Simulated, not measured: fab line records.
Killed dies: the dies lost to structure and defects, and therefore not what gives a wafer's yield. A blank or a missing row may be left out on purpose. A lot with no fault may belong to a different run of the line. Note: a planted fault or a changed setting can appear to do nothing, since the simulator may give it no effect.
fab line records	flow nand_harc
[record] lots = 14	wafers = 42	last_day = 24
route steps=1159 shown P_BONDPAD@379 A_ZERO_WELL@401 A_ONON_D1@432
lots untouched by any fault: they come from a run of this same line in which no faults occurred
start_h: start of the lot's first displayed wafer, in hours after the record's first day	wait_h: hours from the lot's prior step to this one	" repeats the value in the row above	L1.1+2: several wafers, shown together as one row	- either no value or no given start	* or withheld: withheld	< > ~ a bound
route shown NAME@n: NAME is a module with steps in the file, n the number in the route of the first one	usual: mean/standard deviation taken from wafers without a fault	same: alike in all rows	chamber/n: place in a boat	sites: the reading at each site	_std_site: standard deviation across them	_edge_site: inner sites' mean taken away from outer sites' mean	radius_mm: how far each site lies from the wafer's centre	mask NAME#n: copy n	behind: the last tool/chamber to shape the wafer	hold: reason for holding the lot/hours on hold/outcome of the hold	device: whichever transistor did not switch (one of n, p or np)	end of line: tests run on the same wafers once the route is complete	step lacking rows: just its recipe	killed: not the wafer's yield, but the dies lost to structure and defects at the first sort	map: per-die view of a wafer (x killed, . not killed, _ where there is no die)
set.NAME: the setting as run; set.NAME@STEP: as run at that earlier step	model.NAME: the simulator's own value behind a step, which no gauge read
the route's steps for a sample of lots (tables are steps, rows are wafers)
services: the hour from which a tool's chamber was out of use, counted from the record's first day as start_h (under 0 if before that day), plus the number of hours and why
[[steps]]
[step NHARC_P_BONDPAD_ANNEAL_28]
[recipe] temp_c = 225	time_s = 90
[usual] wafer_temp_C_max = 226.44/0.28
lot.wafer	tool	chamber	start_h	wait_h	wafer_temp_C_max
L830.1	rtp_anneal-01	0	134.08	0.3	226.74
L830.2	"	0	"	"	226.57
L830.5	"	0	"	"	226.64
L831.1	rtp_anneal-01	0	145.92	-	226.28
L831.3	"	0	"	"	226.72
L831.4	"	0	"	"	226.66
L834.1	rtp_anneal-01	0	149.62	0.3	226.45
L834.3	"	0	"	"	226.77
L834.4	"	0	"	"	226.61
L833.2	rtp_anneal-02	0	154.70	-	225.84
L833.3	"	0	"	"	225.79
L833.4	"	0	"	"	226.02
L836.3	rtp_anneal-02	0	165.28	-	226.49
L836.4	"	0	"	"	226.28
L836.6	"	0	"	"	226.38
L837.1	rtp_anneal-02	0	176.80	0.3	226.33
L837.2	"	0	"	"	226.53
L837.6	"	0	"	"	226.19
L839.1	rtp_anneal-01	0	181.17	0.3	226.26
L839.2	"	0	"	"	226.53
L839.6	"	0	"	"	226.34
L838.1	rtp_anneal-01	0	181.72	0.3	226.49
L838.2	"	0	"	"	226.58
L838.5	"	0	"	"	226.85
L844.1	rtp_anneal-02	0	228.84	0.3	226.28
L844.2	"	0	"	"	226.94
L844.5	"	0	"	"	226.14
L848.4	rtp_anneal-01	0	241.27	-	226.57
L848.5	"	0	"	"	226.84
L848.6	"	0	"	"	226.41
L850.1	rtp_anneal-01	0	248.86	0.4	226.65
L850.2	"	0	"	"	226.58
L850.6	"	0	"	"	226.96
L849.3	rtp_anneal-02	0	249.50	-	225.98
L849.4	"	0	"	"	226.14
L849.6	"	0	"	"	226.27
L852.2	rtp_anneal-02	0	262.58	-	226.45
L852.3	"	0	"	"	226.33
L852.6	"	0	"	"	226.14
L853.2	rtp_anneal-01	0	263.29	-	226.64
L853.4	"	0	"	"	226.43
L853.6	"	0	"	"	226.17
[step NHARC_P_BONDPAD_ACTIVATE_29]
[recipe] time_s = 60	n2_flow_sccm = 200	ar_flow_sccm = 0	bias_power_w = 0	chemistry = N2
[usual] drypump_motor_current_A = 5.9/0.34	oes_product_au = 0.995/0.0092	rf_vpp_V = 63.9/0.85	showerhead_plenum_p_Torr = 1.74/0.078
lot.wafer	tool	chamber	start_h	wait_h	drypump_motor_current_A	oes_product_au	rf_hours_counter_h	rf_vpp_V	showerhead_plenum_p_Torr
L830.1	rie_diel-02	0	135.11	0.1	5.5	0.986	15	64.8	1.71
L830.2	"	2	"	"	6.2	1.008	14	63.2	1.69
L830.5	"	0	"	"	5.6	0.993	-	64.3	1.71
L831.3	rie_diel-02	0	146.86	0.1	5.6	0.999	17	64.7	1.71
L831.1	"	2	"	"	6.2	1.000	16	63.5	1.69
L831.4	"	3	"	"	5.8	0.981	14	65.1	1.87
L834.3	rie_diel-01	2	150.57	0.1	6.2	1.011	1	64.2	1.70
L834.1	"	3	"	"	5.2	1.003	1	63.8	1.66
L834.4	"	0	"	"	6.1	0.992	1	64.2	1.83
L833.2	rie_diel-01	0	155.60	0.1	6.1	0.981	3	62.9	1.83
L833.4	"	1	"	"	5.9	0.994	3	63.4	1.72
L833.3	"	2	"	"	6.2	1.003	3	63.4	1.70
L836.4	rie_diel-02	3	166.12	0.1	5.8	0.980	0	63.1	1.87
L836.3	"	1	"	"	6.0	0.990	0	63.7	1.70
L836.6	"	0	"	"	5.5	1.004	-	64.9	1.71
L837.2	rie_diel-02	2	177.75	0.1	6.2	0.997	1	63.0	1.69
L837.1	"	3	"	"	5.8	0.989	1	64.3	1.87
L837.6	"	2	"	"	6.2	1.013	-	63.9	1.69
L839.2	rie_diel-02	3	182.13	0.1	5.8	0.988	1	64.8	1.87
L839.1	"	0	"	"	5.6	0.997	1	63.5	1.71
L839.6	"	2	"	"	6.2	0.999	-	64.5	1.69
L838.1	rie_diel-02	2	182.69	0.1	6.2	1.009	1	63.9	1.69
L838.2	"	0	"	"	5.6	1.017	1	63.8	1.71
L838.5	"	2	"	"	6.2	0.997	-	64.7	1.69
L844.1	rie_diel-02	2	229.78	0.1	6.2	0.989	5	63.7	1.69
L844.2	"	3	"	"	5.8	0.991	5	65.3	1.87
L844.5	"	2	"	"	6.2	0.982	-	63.7	1.69
L848.4	rie_diel-13	3	242.17	0.1	6.4	0.982	50	63.5	1.63
L848.6	"	1	"	"	6.2	1.012	-	64.8	1.83
L848.5	"	2	"	"	6.0	0.982	-	64.4	1.82
L850.2	rie_diel-02	3	249.83	0.1	5.8	0.993	7	65.0	1.87
L850.1	"	0	"	"	5.5	1.004	8	63.7	1.71
L850.6	"	0	"	"	5.6	0.998	-	63.5	1.71
L849.4	rie_diel-02	2	250.54	0.1	6.2	0.997	7	62.2	1.69
L849.3	"	3	"	"	5.8	0.991	7	64.8	1.87
L849.6	"	3	"	"	5.8	0.985	-	63.8	1.87
L852.2	rie_diel-02	3	263.48	0.1	5.8	0.989	9	64.8	1.87
L852.3	"	2	"	"	6.2	0.983	8	64.4	1.69
L852.6	"	0	"	"	5.5	0.987	-	63.8	1.71
L853.4	rie_diel-02	0	264.18	0.1	5.5	0.995	9	63.7	1.71
L853.2	"	2	"	"	6.2	0.997	9	62.6	1.69
L853.6	"	0	"	"	5.6	0.996	-	63.6	1.71
[step NHARC_A_ZERO_WELL_CD_MEAS_10]
[recipe] target_cd_nm = 2000	landing_energy_ev = 500
[usual] cd_nm = 1999.2/1.8
lot.wafer	tool	chamber	start_h	wait_h	cd_nm
L830.1	cd_sem-02	0	136.35	-	2000.8
L830.2	"	0	"	"	1999.7
L830.5	"	0	"	"	1995.4
L831.1	cd_sem-03	0	148.11	-	1997.3
L831.3	"	0	"	"	1999.6
L831.4	"	0	"	"	1998.5
L834.1	cd_sem-02	0	151.80	-	2000.5
L834.3	"	0	"	"	1998.9
L834.4	"	0	"	"	1999.6
L833.2	cd_sem-03	0	156.85	-	2001.3
L833.3	"	0	"	"	1999.8
L833.4	"	0	"	"	2001.0
L836.3	cd_sem-03	0	167.38	-	1997.5
L836.4	"	0	"	"	2000.5
L836.6	"	0	"	"	1999.8
L837.1	cd_sem-03	0	178.86	-	1999.9
L837.2	"	0	"	"	2000.2
L837.6	"	0	"	"	2002.0
L839.1	cd_sem-01	0	183.36	-	1999.8
L839.2	"	0	"	"	1999.9
L839.6	"	0	"	"	2001.6
L838.1	cd_sem-01	0	183.92	-	1998.1
L838.2	"	0	"	"	1996.0
L838.5	"	0	"	"	1999.1
L844.1	cd_sem-03	0	231.07	-	2001.3
L844.2	"	0	"	"	1995.5
L844.5	"	0	"	"	1998.4
L848.4	cd_sem-01	0	243.43	-	1998.7
L848.5	"	0	"	"	1999.8
L848.6	"	0	"	"	2000.0
L850.1	cd_sem-03	0	251.22	-	2001.0
L850.2	"	0	"	"	2000.9
L850.6	"	0	"	"	1998.9
L849.3	cd_sem-03	0	251.76	-	1999.7
L849.4	"	0	"	"	1995.2
L849.6	"	0	"	"	2001.6
L852.2	cd_sem-01	0	264.74	-	2000.0
L852.3	"	0	"	"	1996.6
L852.6	"	0	"	"	1997.8
L853.2	cd_sem-01	0	265.30	-	1997.1
L853.4	"	0	"	"	1995.6
L853.6	"	0	"	"	1999.3
[step NHARC_A_ONON_D1_DEP_12]
[recipe] target_thk_a = 10000	n2_flow_sccm = 2750	n2o_flow_sccm = 2000	nh3_flow_sccm = 500	sih4_flow_sccm = 210	temp_c = 400
[usual] n2o_flow_sccm = 2001/5.6
lot.wafer	tool	chamber	start_h	wait_h	n2o_flow_sccm
L830.1	pecvd_onon-01	0	165.71	0.1	2007
L830.2	"	0	"	"	2007
L830.5	"	0	"	"	1999
L831.1	pecvd_onon-03	0	172.36	0.1	2004
L831.3	"	0	"	"	2005
L831.4	"	0	"	"	1997
L834.1	pecvd_onon-03	0	175.95	0.1	1993
L834.3	"	0	"	"	1995
L834.4	"	0	"	"	1991
L833.2	pecvd_onon-01	0	182.05	0.1	2011
L833.3	"	0	"	"	1996
L833.4	"	0	"	"	2007
L836.3	pecvd_onon-03	0	193.80	0.2	1999
L836.4	"	0	"	"	2006
L836.6	"	0	"	"	2002
L837.1	pecvd_onon-03	0	204.18	0.1	1998
L837.2	"	0	"	"	1994
L837.6	"	0	"	"	2000
L838.1	pecvd_onon-01	0	210.28	0.1	2009
L838.2	"	0	"	"	2010
L838.5	"	0	"	"	2005
L839.1	pecvd_onon-02	0	210.29	0.1	2001
L839.2	"	0	"	"	2002
L839.6	"	0	"	"	2001
L844.1	pecvd_onon-01	0	256.89	0.1	2007
L844.2	"	0	"	"	2004
L844.5	"	0	"	"	2000
L848.4	pecvd_onon-02	0	265.80	0.2	2001
L848.5	"	0	"	"	1998
L848.6	"	0	"	"	1993
L850.1	pecvd_onon-03	0	277.15	0.1	2001
L850.2	"	0	"	"	2000
L850.6	"	0	"	"	1999
L849.3	pecvd_onon-01	0	277.24	0.2	2008
L849.4	"	0	"	"	1995
L849.6	"	0	"	"	2009
L852.2	pecvd_onon-01	0	288.92	0.1	1998
L852.3	"	0	"	"	1996
L852.6	"	0	"	"	1989
L853.2	pecvd_onon-02	0	289.25	0.1	2003
L853.4	"	0	"	"	2006
L853.6	"	0	"	"	2000
[step NHARC_A_ONON_D1_THK_MEAS_14]
[recipe] thk_meas_gauge = ellipsometry
[usual] thk_nm = 1000/9
lot.wafer	tool	chamber	start_h	wait_h	hold	thk_nm
L830.1	film_metro-01	-	166.23	-	-	999
L830.2	"	-	"	"	-	999
L830.5	"	-	"	"	-	1001
L831.1	film_metro-02	-	172.88	-	-	1017
L831.3	"	-	"	"	-	1019
L831.4	"	-	"	"	-	1019
L834.1	film_metro-01	-	176.45	-	-	991
L834.3	"	-	"	"	-	991
L834.4	"	-	"	"	-	988
L833.2	film_metro-02	-	182.50	-	-	992
L833.3	"	-	"	"	-	991
L833.4	"	-	"	"	-	990
L836.3	film_metro-01	-	194.19	-	await_dispo/0.2h/release	1013
L836.4	"	-	"	"	await_dispo/0.2h/release	1014
L836.6	"	-	"	"	await_dispo/0.2h/release	495
L836.3	film_metro-01	-	194.36	0.2	-	1014
L836.4	"	-	"	"	-	1014
L836.6	"	-	"	"	-	494
L837.1	film_metro-02	-	204.69	-	await_dispo/0.2h/release	484
L837.2	"	-	"	"	await_dispo/0.2h/release	484
L837.6	"	-	"	"	await_dispo/0.2h/release	484
L837.1	film_metro-02	-	204.87	0.2	-	482
L837.2	"	-	"	"	-	480
L837.6	"	-	"	"	-	483
L838.1	film_metro-01	-	210.79	-	-	996
L838.2	"	-	"	"	-	997
L838.5	"	-	"	"	-	996
L839.1	film_metro-01	-	210.80	-	-	1001
L839.2	"	-	"	"	-	1001
L839.6	"	-	"	"	-	1001
L844.1	film_metro-02	-	257.40	-	-	1005
L844.2	"	-	"	"	-	1003
L844.5	"	-	"	"	-	1003
L848.4	film_metro-01	-	266.14	-	-	988
L848.5	"	-	"	"	-	989
L848.6	"	-	"	"	-	988
L849.3	film_metro-02	-	277.63	-	-	985
L849.4	"	-	"	"	-	986
L849.6	"	-	"	"	-	987
L850.1	film_metro-02	-	277.69	-	-	994
L850.2	"	-	"	"	-	994
L850.6	"	-	"	"	-	992
L852.2	film_metro-02	-	289.38	-	-	1010
L852.3	"	-	"	"	-	1011
L852.6	"	-	"	"	-	1009
L853.2	film_metro-02	-	289.70	-	-	1011
L853.4	"	-	"	"	-	1012
L853.6	"	-	"	"	-	1013
[[services]]
tool	chamber	start_h	hours	kind
pecvd_onon-02	-	111.27	13.0	pm
rie_diel-13	3	126.88	5.4	repair
rie_diel-02	0	129.70	-	clean
rie_diel-02	1	129.70	-	clean
rie_diel-02	2	129.70	-	clean
rie_diel-02	3	129.70	-	clean
rie_diel-01	-	137.85	9.0	pm
rie_diel-02	-	150.78	9.0	pm
rie_diel-02	0	150.78	9.0	vent_cycle
rie_diel-02	1	150.78	9.0	vent_cycle
rie_diel-02	2	150.78	9.0	vent_cycle
rie_diel-02	3	150.78	9.0	vent_cycle
pecvd_onon-03	-	153.00	13.0	pm
rie_diel-02	0	159.78	-	clean
rie_diel-02	1	159.78	-	clean
rie_diel-02	2	159.78	-	clean
rie_diel-02	-	192.06	0.7	repair
pecvd_onon-01	-	195.00	13.0	pm
rie_diel-01	0	202.67	1.4	repair
rie_diel-13	-	205.49	0.8	repair
pecvd_onon-01	-	211.17	6.2	repair
pecvd_onon-02	-	237.84	1.5	repair
rie_diel-13	-	264.36	2.3	repair
rie_diel-13	-	276.05	9.0	pm
[[key]]
[first_sign] step = NHARC_A_ONON_D1_THK_MEAS_14	reading = visit	direction = added
[effect] step = NHARC_A_ONON_D1_THK_MEAS_14	reading = thk_nm	direction = down	sigmas = 57	usual = 1000	struck = 487
met_at NHARC_A_ONON_D1_DEP_12
struck_lots L836,L837
struck_wafers L836.6,L837.1,L837.2,L837.6
later_rows_left_out L836.6,L837.1,L837.2,L837.6
sort_left_out L836.6,L837.1,L837.2,L837.6
tester_left_out L836,L837
not_acting_at NHARC_P_BONDPAD_ANNEAL_28,NHARC_P_BONDPAD_ACTIVATE_29,NHARC_A_ZERO_WELL_CD_MEAS_10
onset_between 175.95 193.80
[fault] kind = process_parameter_drift	tool = pecvd_onon-03	chamber = -	onset_h = 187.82	steps = NHARC_A_ONON_D1_DEP_12	channel = target_thk_a	offset = *	shape = step	end_h = 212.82	scope = struck_wafers_only	acts_in = *	stated = *
// tester_left_out: of these lots the tester's yield and bins aren't shown, on N5 and GAA mostly nor the transistor test; their killed dies are dies lost to structure and defects alone, not to doping, threshold or leakage, so they don't give the yield
// sort_left_out: the simulated sort isn't trusted on such a fault, so these wafers' sort isn't shown, and their yield isn't known
// later_rows_left_out: the simulator's readings of these wafers behind a module that went badly wrong aren't trusted and aren't shown, but for the sort
